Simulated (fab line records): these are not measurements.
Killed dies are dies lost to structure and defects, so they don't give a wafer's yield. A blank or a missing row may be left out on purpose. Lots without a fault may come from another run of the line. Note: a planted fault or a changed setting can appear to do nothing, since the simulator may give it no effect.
Struck lot and sound lot, side by side ; flow n5_finfet ; 15 steps out of a route of 1938
Sound: the wafers L954.1, L954.5, L954.6. Wafers struck: L963.1, L963.2, L963.5. The cause is named last.
Order at every step that has rows: each side's tool, ch and its chambers, its first start. Under that, the readings that differ: sound wafers ; struck wafers ; difference of the means ; sigmas: that difference in standard deviations of wafers without a fault.
alike: readings whose means differ by less than 2 such deviations, and words and numbers that are the same on both sides. not compared: withheld readings, readings that some wafer has no value for, bounds like >300 that may hide the same value, and numbers for which the record gives no deviation and whose values overlap.
A row with sigmas, a row that says differs or no value, or rows on one side alone: a step with any of these is where the two part. When numbers do not overlap yet have no deviation, they are printed without sigmas and do not part them. A reading missing from all wafers of one side parts the sides only when that side holds two or more wafers.

first, 1 step without rows for these wafers: N5_BEOL_M5_DESCUM_16 (chemistry O2, time 7 s).
N5_BEOL_M5_ETCH_72: etches underlayer in N2/H2, target depth 6.5 nm, time 5.2 s.
  sound on rie_diel-02 ch 0,1,3, day 9 09:17; struck on rie_diel-04 ch 0,2, day 11 23:28
reading;sound;struck;difference;sigmas
showerhead_plenum_p_Torr (Torr);2.71 2.68 2.65;2.44 2.48 2.48;-0.21;-2
  alike: chamber_pressure_mTorr, drypump_motor_current_A, etch_rf_on_time_s, oes_product_au, rf_vpp_V, throttle_valve_pct
  not compared: rf_hours_counter_h
N5_BEOL_M5_ETCH_61: etches SiARC in CF4, target depth 15.6 nm, time 26 s.
  sound on rie_diel-02 ch 0,1,3, day 9 09:18; struck on rie_diel-04 ch 0,2, day 11 23:29
reading;sound;struck;difference;sigmas
showerhead_plenum_p_Torr (Torr);2.26 2.27 2.24;2.06 2.08 2.08;-0.18;-2
  alike: chamber_pressure_mTorr, drypump_motor_current_A, etch_rf_on_time_s, oes_product_au, rf_vpp_V, throttle_valve_pct
  not compared: rf_hours_counter_h
N5_BEOL_M5_ETCH_62: etches SOC in N2/H2, target depth 75 nm, overetch 15 nm, time 112.5 s.
  sound on rie_diel-02 ch 0,1,3, day 9 09:19; struck on rie_diel-04 ch 0,2, day 11 23:31
reading;sound;struck;difference;sigmas
showerhead_plenum_p_Torr (Torr);2.71 2.67 2.65;2.44 2.48 2.48;-0.21;-2
  alike: chamber_pressure_mTorr, drypump_motor_current_A, oes_product_au, rf_vpp_V, throttle_valve_pct
  not compared: rf_hours_counter_h
then, 2 steps without rows for these wafers: N5_BEOL_M5_STRIP_63 (strips in N2/H2); N5_BEOL_M5_STRIP_73 (strips in N2/H2).
N5_BEOL_M5_STRIP_64: strips in CF4.
  sound on rie_diel-02 ch 0,1,3, day 9 09:27; struck on rie_diel-04 ch 0,2, day 11 23:38
reading;sound;struck;difference;sigmas
showerhead_plenum_p_Torr (Torr);1.90 1.90 1.87;1.73 1.75 1.75;-0.15;-2
  alike: chamber_pressure_mTorr, drypump_motor_current_A, oes_product_au, rf_vpp_V, throttle_valve_pct
  not compared: rf_hours_counter_h
then, 1 step without rows for these wafers: N5_BEOL_M5_HM_OPEN_17 (chemistry Cl2/BCl3, target TiN, target depth 20 nm, overetch 6 nm).
N5_BEOL_M5_STRIP_19: strips in O2.
  sound on rie_diel-02 ch 0,1, day 9 09:36; struck on rie_diel-06 ch 2,3, day 11 23:47
  alike: chamber_pressure_mTorr, drypump_motor_current_A, o2_flow_sccm, oes_product_au, rf_vpp_V, showerhead_plenum_p_Torr, throttle_valve_pct
  not compared: rf_hours_counter_h
N5_BEOL_M5_CD_MEAS_18: pitch 56 nm, target cd 28 nm.
  sound on cd_sem-01 at day 9 09:40; struck on cd_sem-03 at day 11 23:51
  alike: cd_nm
then, 2 steps without rows for these wafers: N5_BEOL_M5_COAT_65 (time 60 s, resist thk 60 nm); N5_BEOL_M5_COAT_66 (time 60 s, resist thk 12 nm).
N5_BEOL_M5_COAT_74: time 60 s, resist thk 5 nm.
  sound on litho_track-05 ch 0, day 9 12:07; struck on litho_track-02 ch 0, day 12 01:19
reading;sound;struck;difference;sigmas
heater_power_total_W (W);392.4 393.9 392.9;423.8 419.4 423.2;+29.1;+22
plate_temp_C (C);204.76 204.97 204.94;217.53 217.67 217.50;+12.68;+79
then, 1 step without rows for these wafers: N5_BEOL_M5_COAT_22 (resist thk 30 nm).
-- here the record skips 4 days between the struck wafers' starts before and after, leaving off in module BEOL_M5 and picking up in module PASSIVATION (first step shown: number 1936 of the route) --
N5_PASSIVATION_PROBE_49:
  only the struck wafers here have rows in the record (prober-02, day 16 07:51); the sound ones have none

## WHERE THEY PART
At N5_BEOL_M5_ETCH_72 first; at N5_PASSIVATION_PROBE_49 last (within this record only).

WHY: whatever the simulator had introduced
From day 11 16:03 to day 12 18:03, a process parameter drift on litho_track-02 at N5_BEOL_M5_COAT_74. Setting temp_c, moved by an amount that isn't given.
